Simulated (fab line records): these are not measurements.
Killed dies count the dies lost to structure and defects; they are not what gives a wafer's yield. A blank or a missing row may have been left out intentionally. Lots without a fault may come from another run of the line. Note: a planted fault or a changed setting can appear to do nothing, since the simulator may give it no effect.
Struck lot and sound lot, side by side ; flow n5-finfet ; 39 out of 1938 route steps
Sound: the wafers L131.1, L131.2, L131.4. Struck: wafer L129.2. (L129.5, L129.6 of the same lot were not struck and are left out.) The cause comes at the end.
For every step that has rows: the tool of each side, followed by ch and its chambers, followed by its first start. Under that, the readings that differ: sound wafers ; struck wafers ; difference of the means ; sigmas: that difference in standard deviations of wafers without a fault.
alike: words and numbers the same on both sides, and readings whose means are apart by under 2 such deviations; not compared: readings that were withheld, readings missing a value for some wafer, numbers with overlapping values and no deviation given by the record, and bounds like >300 which may hide the same value.
A row with sigmas, a row that says differs or no value, or rows on one side alone: a step with any of these is where the two part. When numbers do not overlap yet have no deviation, they are printed without sigmas and do not part them. A reading that every wafer of one side lacks parts them only if that side has two wafers or more.

first, 10 steps without rows for these wafers: N5_MOL_CONTACT_COAG_CO_FILL_22 (material Co, precursor CCTBA/H2, target thk 20 nm); N5_MOL_CONTACT_COAG_ANNEAL_113 (time 300 s); N5_MOL_CONTACT_COAG_PRE_CLEAN_142 (time 60 s); N5_MOL_CONTACT_COAG_SPUTTER_130 (material Co, target thk 47.5 nm); N5_MOL_CONTACT_COAG_PRECLEAN_125 (cleans in DIW, time 57.5 s); N5_MOL_CONTACT_COAG_SRD_126 (dry time 32 s); N5_MOL_CONTACT_COAG_CMP_23 (polishes, stops on SiO2, t overpolish 1.5 s, target thk 0 nm); N5_MOL_CONTACT_COAG_WET_ETCH_26 (target Co, target depth 13 nm); N5_MOL_CONTACT_COAG_WET_ETCH_116 (etches the open film in SC1-inhibited, target depth 4.6 nm, rinse time 30 s); N5_MOL_CONTACT_COAG_ALD_27 (deposits SiOC, target thk 17 nm, pulse time 1.5 s, time 2720 s).
N5_MOL_CONTACT_COAG_CMP_28: polishes, stops on SiNx, t overpolish 0.85 s, target thk 14.522 nm.
  sound on cmp-04 ch 0,1,2, day 9 04:18; struck on cmp-02 ch 0, day 8 18:15
reading;sound;struck;difference;sigmas
head-pressure-psi (psi);4.154 4.147 4.151;1.266;-2.885;-99 or more
motor-current-A (A);12.4 13.0 15.3;6.3;-7.3;-8
time-to-endpoint-s (s);2.1 4.0 2.4;17.5;+14.7;+7
N5_MOL_CONTACT_COAG_THK_MEAS_29:
  sound on film-metro-02 at day 9 04:35; struck on film-metro-02 at day 8 18:26
reading;sound;struck;difference;sigmas
MD_CAP_THK (nm);17.83 17.86 17.90;18.23;+0.37;+5
then, 23 steps without rows for these wafers: N5_MOL_CONTACT_COAG_ALD_123 (deposits SiNx, target thk 5 nm, pulse time 1 s, purge time 2 s); N5_MOL_CONTACT_COAG_PECVD_31 (deposits SiO2 from TEOS/O2, target thk 46 nm, time 8.9 s); N5_MOL_CONTACT_COAG_COAT_75 (time 60 s, resist thk 60 nm); N5_MOL_CONTACT_COAG_COAT_76 (time 60 s, resist thk 10 nm); N5_MOL_CONTACT_COAG_COAT_77 (time 60 s, resist thk 10 nm); N5_MOL_CONTACT_COAG_COAT_78 (resist thk 40 nm); N5_MOL_CONTACT_COAG_EBR_80; N5_MOL_CONTACT_COAG_SOFTBAKE_79 (time 60 s); N5_MOL_CONTACT_COAG_EXPOSE_81 (exposes mask VG, defocus 0 nm); N5_MOL_CONTACT_COAG_PEB_82 (peb time 60 s); N5_MOL_CONTACT_COAG_DEVELOP_83 (develop time 30 s); N5_MOL_CONTACT_COAG_DESCUM_88 (chemistry O2, time 7 s); N5_MOL_CONTACT_COAG_ETCH_89 (etches underlayer in N2/H2, target depth 13 nm, time 10.4 s); N5_MOL_CONTACT_COAG_ETCH_90 (etches SiARC in CF4, target depth 13 nm, time 21.7 s); N5_MOL_CONTACT_COAG_ALD_131 (deposits SiO2, target thk 5 nm, pulse time 1 s, co reactant pulse time 1 s); N5_MOL_CONTACT_COAG_ETCHBACK_132 (etches SiO2 in CHF3, target depth 10 nm, time 6.7 s); N5_MOL_CONTACT_COAG_ETCH_91 (etches SOC in N2/H2, target depth 60 nm, overetch 21 nm, time 101.2 s); N5_MOL_CONTACT_COAG_STRIP_92 (strips in N2/H2); N5_MOL_CONTACT_COAG_STRIP_93 (strips in N2/H2); N5_MOL_CONTACT_COAG_ETCHBACK_135 (etches SiO2 in CHF3, target depth 25 nm, time 16.7 s); N5_MOL_CONTACT_COAG_STRIP_118 (strips in CHF3); N5_MOL_CONTACT_COAG_VIA_ETCH_46 (etches SiO2 in C4F6/O2, target depth 46 nm, overetch 9.2 nm, time 40 s); N5_MOL_CONTACT_COAG_STRIP_96 (strips in N2/H2).
N5_MOL_CONTACT_COAG_ETCH_47: etches SiNx in CH3F/O2, stops on W, target depth 27 nm.
  sound on rie-diel-04 ch 0,2,3, day 9 06:15; struck on rie-diel-02 ch 3, day 8 20:56
reading;sound;struck;difference;sigmas
etch-rf-on-time-s (s);30.9 30.3 30.7;32.5;+1.9;+3
model.etch.depth-nm (nm);17.87 17.88 17.89;18.15;+0.27;
  alike: CH3F_flow_sccm, drypump-motor-current-A, mfc-ar-sccm, oes-product-au, rf-vpp-V, showerhead-plenum-p-Torr, throttle-valve-pct
  not compared: rf-hours-counter-h
then, 1 step without rows for these wafers: N5_MOL_CONTACT_COAG_STRIP_119 (strips in N2/H2, time 30 s).
-- the record jumps here: 3 days lie between the struck wafers' starts before and after (it left off in module MOL_CONTACT_COAG and takes up again in module BEOL_M4, whose first step shown is number 1111 of the route) --
N5_BEOL_M4_RC_MEAS_101:
  sound on prober-02 ch 0, day 12 18:40; struck on prober-02 ch 0, day 12 06:02
  alike: DIBL_N, DIBL_P, IOFF_N, IOFF_P, ION_N, ION_P, SS_N, SS_P, VT_N, VT_P
N5_PASSIVATION_PROBE_49:
  sound wafers here have rows in the record (prober-01, day 17 14:13); struck ones have none

WHERE THEY PART
First at N5_MOL_CONTACT_COAG_CMP_28; last, within this record, at N5_PASSIVATION_PROBE_49.

WHY: what the simulator had put in
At N5_MOL_CONTACT_COAG_CMP_28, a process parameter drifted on cmp-02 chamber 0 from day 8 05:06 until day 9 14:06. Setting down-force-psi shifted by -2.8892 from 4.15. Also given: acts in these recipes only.
